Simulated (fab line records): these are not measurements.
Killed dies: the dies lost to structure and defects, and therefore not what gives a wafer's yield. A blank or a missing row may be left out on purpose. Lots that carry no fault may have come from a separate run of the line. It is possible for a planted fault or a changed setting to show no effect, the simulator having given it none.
fab line records    flow n5-finfet
record: lots: 6  wafers: 18  last-day: 17
route steps=1938 shown PASS1_DEP@1831 MIM_BOT@1832 MIM_TOP@1834 MIM_TOP_LITHO@1839 PASSIVATION@1936
lots that met no fault: from a run of the same line without faults
start-h: hours from the record's first day to the start of the lot's first wafer shown    wait-h: time in hours since the lot's previous step    " identical to the entry in the row above    L1.1+2: a row that stands for several wafers    - value missing, or start not given    * or withheld: withheld    < > ~ a bound
route shown NAME@n: a module of which the file shows steps, and the number in the route of the first    usual: average and standard deviation across the fault-free wafers    same: alike in all rows    chamber/n: place in a boat    sites: per-site readings    _std_site: their standard deviation    _edge_site: the outer-site mean with the inner-site mean subtracted    radius-mm: for every site, how far away it sits from the centre of the wafer    mask NAME#n: copy n    behind: the most recent tool/chamber to have shaped the wafer    hold: why the lot was held/for how many hours/how that ended    device: which transistor (n, p or np) failed to switch    end of line: the tests these same wafers got at the end of their route    for a step that has no rows: nothing shown but its recipe    killed: count of dies lost to structure and defects at first sort (not the wafer's yield)    map: the dies of a wafer, with x for killed, . for not killed, _ for no die there
set.NAME: the setting as run; set.NAME@STEP: as run at that earlier step    model.NAME: the simulator's own value behind a step, which no gauge read
lots seen at some steps along the route; tables by step, rows by wafer
services: when a tool's chamber went out of use (start-h, in hours from the record's first day, below 0 if earlier), for how many hours, and the reason
== steps ==
step: N5_PASSIVATION_PECVD_00
recipe: material: SiO2  target-thk-a: 2000  temp-c: 400  precursor: SiH4/N2O  pressure-torr: 2.7  rf-w: 608  time-s: 11.2
step: N5_MIM_BOT_DEGAS_01
recipe: ambient: vacuum  temp-c: 300  time-s: 60
usual: heater-power-w: 476/31
lot.wafer  tool            chamber  start-h  wait-h  heater-power-w
L565.1     pvd-sputter-02  -        265.65   0.6     501
L565.2     "               -        "        "       530
L565.5     "               -        "        "       518
L566.3     pvd-sputter-01  -        276.68   0.6     434
L566.5     "               -        "        "       480
L566.6     "               -        "        "       421
L580.1     pvd-sputter-03  -        369.90   1.5     447
L580.2     "               -        "        "       480
L580.6     "               -        "        "       523
L584.2     pvd-sputter-02  -        374.54   1.4     500
L584.5     "               -        "        "       443
L584.6     "               -        "        "       508
L586.1     pvd-sputter-01  -        387.31   0.2     487
L586.5     "               -        "        "       431
L586.6     "               -        "        "       463
L587.1     pvd-sputter-01  -        394.63   1.9     433
L587.5     "               -        "        "       480
L587.6     "               -        "        "       475
step: N5_MIM_BOT_SPUTTER_00
recipe: material: TiN  target-thk-a: 350  temp-c: 200  power-w: 3000  chamber-pressure-pa: 0.49996  gas: Ar  reactive-partial-pa: 0.37997  time-s: 89.7
usual: throttle-valve-pct: 30.0/1
lot.wafer  tool            chamber  start-h  wait-h  throttle-valve-pct
L565.1     pvd-sputter-02  -        265.69   0.0     28.2
L565.2     "               -        "        "       32.9
L565.5     "               -        "        "       32.6
L566.3     pvd-sputter-01  -        276.72   0.0     30.2
L566.5     "               -        "        "       29.4
L566.6     "               -        "        "       30.2
L580.1     pvd-sputter-03  -        369.94   0.0     30.5
L580.2     "               -        "        "       30.9
L580.6     "               -        "        "       30.1
L584.2     pvd-sputter-02  -        374.58   0.0     28.2
L584.5     "               -        "        "       30.8
L584.6     "               -        "        "       28.2
L586.1     pvd-sputter-01  -        387.35   0.0     29.2
L586.5     "               -        "        "       30.4
L586.6     "               -        "        "       29.0
L587.1     pvd-sputter-01  -        394.67   0.0     30.4
L587.5     "               -        "        "       29.4
L587.6     "               -        "        "       29.9
step: N5_MIM_TOP_ALD_00
recipe: material: Al2O3  target-thk-a: *  temp-c: withheld  ald-precursor-family: TMA  ald-co-reactant: O3  pulse-time-s: withheld  purge-time-s: 3  co-reactant-purge-time-s: withheld  co-reactant-pulse-time-s: 3  ald-cycles: withheld
usual: precursor-pulse-height-rel: 1.000/0.021
lot.wafer  tool       chamber  start-h  wait-h  precursor-pulse-height-rel
L565.1     ald-hk-03  0        265.80   0.1     0.982
L565.2     "          1        "        "       0.985
L565.5     "          2        "        "       1.016
L566.3     ald-hk-03  0        276.83   0.1     1.020
L566.5     "          1        "        "       1.009
L566.6     "          2        "        "       0.989
L580.1     ald-hk-01  0        370.04   0.1     0.978
L580.2     "          1        "        "       0.976
L580.6     "          3        "        "       0.999
L584.2     ald-hk-02  3        374.68   0.1     1.002
L584.5     "          2        "        "       1.010
L584.6     "          3        "        "       1.020
L586.1     ald-hk-02  1        387.45   0.1     0.990
L586.5     "          1        "        "       0.986
L586.6     "          2        "        "       0.996
L587.1     ald-hk-01  1        394.77   0.1     0.999
L587.5     "          3        "        "       0.970
L587.6     "          2        "        "       1.008
step: N5_MIM_TOP_ALD_01
recipe: material: HfO2  target-thk-a: 56  temp-c: withheld  ald-precursor-family: Hf-amide  ald-co-reactant: O3  pulse-time-s: 1  purge-time-s: 3  co-reactant-purge-time-s: 2  co-reactant-pulse-time-s: 3  ald-cycles: 62
usual: precursor-pulse-height-rel: 1.003/0.02
same: ald-cycles: 62  co-reactant-purge-time-s: 2
lot.wafer  tool       chamber  start-h  wait-h  precursor-pulse-height-rel
L565.1     ald-hk-03  0        -        -       1.010
L565.2     "          1        "        "       0.997
L565.5     "          2        "        "       0.967
L566.3     ald-hk-03  0        -        -       1.012
L566.5     "          1        "        "       1.006
L566.6     "          2        "        "       0.980
L580.1     ald-hk-01  0        -        -       0.998
L580.2     "          1        "        "       1.001
L580.6     "          3        "        "       0.994
L584.2     ald-hk-02  3        -        -       1.012
L584.5     "          2        "        "       0.970
L584.6     "          3        "        "       1.005
L586.1     ald-hk-02  1        -        -       1.006
L586.5     "          1        "        "       0.995
L586.6     "          2        "        "       0.994
L587.1     ald-hk-01  1        -        -       0.984
L587.5     "          3        "        "       1.037
L587.6     "          2        "        "       1.028
step: N5_MIM_TOP_ALD_02
recipe: material: Al2O3  target-thk-a: *  temp-c: withheld  ald-precursor-family: TMA  ald-co-reactant: O3  pulse-time-s: withheld  purge-time-s: 3  co-reactant-purge-time-s: withheld  co-reactant-pulse-time-s: 3  ald-cycles: withheld
step: N5_MIM_TOP_DEGAS_04
recipe: ambient: vacuum  temp-c: 300  time-s: 60
step: N5_MIM_TOP_SPUTTER_03
recipe: material: TiN  target-thk-a: 350  temp-c: 200  power-w: 3000  chamber-pressure-pa: 0.49996  gas: Ar  reactive-partial-pa: 0.37997  time-s: 89.7
usual: throttle-valve-pct: 29.9/0.95
lot.wafer  tool            chamber  start-h  wait-h  throttle-valve-pct
L565.1     pvd-sputter-02  -        268.07   0.0     28.0
L565.2     "               -        "        "       28.4
L565.5     "               -        "        "       30.8
L566.3     pvd-sputter-01  -        279.16   0.0     29.0
L566.5     "               -        "        "       30.3
L566.6     "               -        "        "       29.0
L580.1     pvd-sputter-01  -        373.79   0.0     29.6
L580.2     "               -        "        "       29.1
L580.6     "               -        "        "       30.2
L584.2     pvd-sputter-01  -        376.25   0.0     30.1
L584.5     "               -        "        "       30.1
L584.6     "               -        "        "       29.3
L586.1     pvd-sputter-03  -        389.71   0.0     31.1
L586.5     "               -        "        "       29.0
L586.6     "               -        "        "       30.0
L587.1     pvd-sputter-03  -        395.71   0.0     30.0
L587.5     "               -        "        "       29.2
L587.6     "               -        "        "       30.2
step: N5_MIM_TOP_LITHO_HMDS_01
recipe: time-s: 60  temp-c: 120
step: N5_MIM_TOP_LITHO_COAT_02
recipe: spin-rpm: *  resist-thk-nm: *
step: N5_MIM_TOP_LITHO_EBR_04
recipe: solvent: PGMEA  ebr-width-mm: 1.5
step: N5_MIM_TOP_LITHO_SOFTBAKE_03
recipe: temp-c: 100  time-s: 90
step: N5_MIM_TOP_LITHO_EXPOSE_05
recipe: mask-id: MIM_TOP  na: 0.55  source-shape: conventional  sigma-outer: 0.8  polarization: unpolarized  target-cd-nm: 2000  dose-mj: 20.5
lot.wafer   tool            chamber  start-h  wait-h  mask       model.MIM_TOP_LITHO.overlay-x-nm
L565.1+2+5  krf-scanner-01  0        268.41   -       MIM_TOP#0  1.6
L566.3+5+6  krf-scanner-02  0        279.39   -       MIM_TOP#0  -2.8
L580.1+2+6  krf-scanner-02  0        374.14   -       MIM_TOP#0  0.2
L584.2+5+6  krf-scanner-02  0        376.47   -       MIM_TOP#0  0.8
L586.1+5+6  krf-scanner-01  0        389.95   -       MIM_TOP#0  2.6
L587.1+5+6  krf-scanner-01  0        395.94   -       MIM_TOP#0  0.8
step: N5_MIM_TOP_LITHO_PEB_06
recipe: peb-temp-c: withheld  peb-time-s: *
step: N5_PASSIVATION_PROBE_49
usual: defect-limited-yield: 91.3/1.4  killed_at_M0_to_M3: 33/10  killed_at_M4_up: 15/6.1  killed-at-contacts: 12/6.7  killed-at-front-end: 39/11  killed-at-other: 4/3.3  killed-dies: 103/16  killed-open: 68/12  killed-short: 34/7.2  sort_bin_5_function: 5.1/0.88  sort_bin_6_memory: 3.3/0.67  sort-n-pass: 1077/16  sort-yield-pct: 91.3/1.4
same: gross-dies: 1180  killed-at-back-side: 0  sort_bin_4_leakage[%]: 0  sort_bin_8_speed[%]: 0
lot.wafer  tool       chamber  start-h  wait-h  defect-limited-yield[%]  killed_at_M0_to_M3  killed_at_M4_up  killed-at-contacts  killed-at-front-end  killed-at-other  killed-dies  killed-open  killed-short  sort_bin_5_function[%]  sort_bin_6_memory[%]  sort-n-pass  sort-yield-pct[%]
L580.1     prober-01  -        389.09   0.0     94.0                     28                  8                5                   24                   6                71           41           30            3.7                     1.9                   1109         94.0
L580.2     prober-01  -        389.14   0.1     90.7                     49                  10               12                  30                   9                110          71           38            5.5                     3.5                   1070         90.7
L580.6     prober-01  -        389.34   0.3     90.4                     42                  28               8                   30                   5                113          77           33            5.7                     3.7                   1067         90.4
killed by level:class
L580.1 BEOL_M0_SAQP:geometric-particle:short=7 FIN_SAQP:geometric-particle:short=6 STI_FIN_REVEAL:geometric-particle:open=5 MOL_CONTACT_COAG:geometric-particle:open=5 BEOL_M3:geometric-particle:open=5 BEOL_M1:geometric-particle:short=4 STARTING-WAFER:geometric-particle:short=3 STI_FIN_REVEAL:geometric-particle:short=3
L580.2 BEOL_M0_SAQP:geometric-particle:open=17 MOL_CONTACT_COAG:geometric-particle:open=10 BEOL_M0_SAQP:geometric-particle:short=9 STI_FIN_REVEAL:geometric-particle:open=8 BEOL_M3:geometric-particle:open=8 FIN_SAQP:geometric-particle:short=5 BEOL_M4:geometric-particle:open=4 BEOL_M2:geometric-particle:open=4
L580.6 BEOL_M4:geometric-particle:open=13 BEOL_M2:geometric-particle:open=11 BEOL_M3:geometric-particle:open=8 STI_FIN_REVEAL:geometric-particle:open=7 MOL_CONTACT_COAG:geometric-particle:open=7 BEOL_M0_SAQP:geometric-particle:open=7 GATE_CUT:geometric-particle:short=5 BEOL_M3:geometric-particle:short=5
== services ==
tool            chamber  start-h  hours  kind
krf-scanner-01  0        244.48   -      calibration
krf-scanner-02  -        244.62   1.3    pm
krf-scanner-01  -        252.97   0.9    repair
krf-scanner-01  -        269.73   1.3    pm
pvd-sputter-02  -        281.56   1.6    repair
krf-scanner-02  -        283.41   3.6    pm
krf-scanner-02  -        303.76   0.8    pm
krf-scanner-02  -        305.23   0.8    repair
ald-hk-02       -        309.83   0.3    repair
krf-scanner-02  -        312.60   1.0    pm
krf-scanner-01  -        328.12   1.0    pm
ald-hk-03       -        346.70   8.7    pm
krf-scanner-02  0        372.95   -      calibration
ald-hk-01       -        382.69   0.5    repair
ald-hk-03       -        387.73   1.2    repair
== key ==
first-sign none at tools or gauges
model-effect: step: N5_MIM_TOP_LITHO_EXPOSE_05  value: MIM_TOP_LITHO.overlay-x-nm  without: -4.9  struck: 0.5
met-at N5_MIM_TOP_LITHO_EXPOSE_05
struck-wafers L580.1,L580.2,L580.6,L584.2,L584.5,L584.6
onset-between 279.39 374.14
also-fits N5_MIM_TOP_SPUTTER_03:pvd-sputter-01
fault: kind: scanner-matching-overlay  tool: krf-scanner-02  chamber: -  onset-h: 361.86  steps: N5_MIM_TOP_LITHO_EXPOSE_05  offset: 5.4505
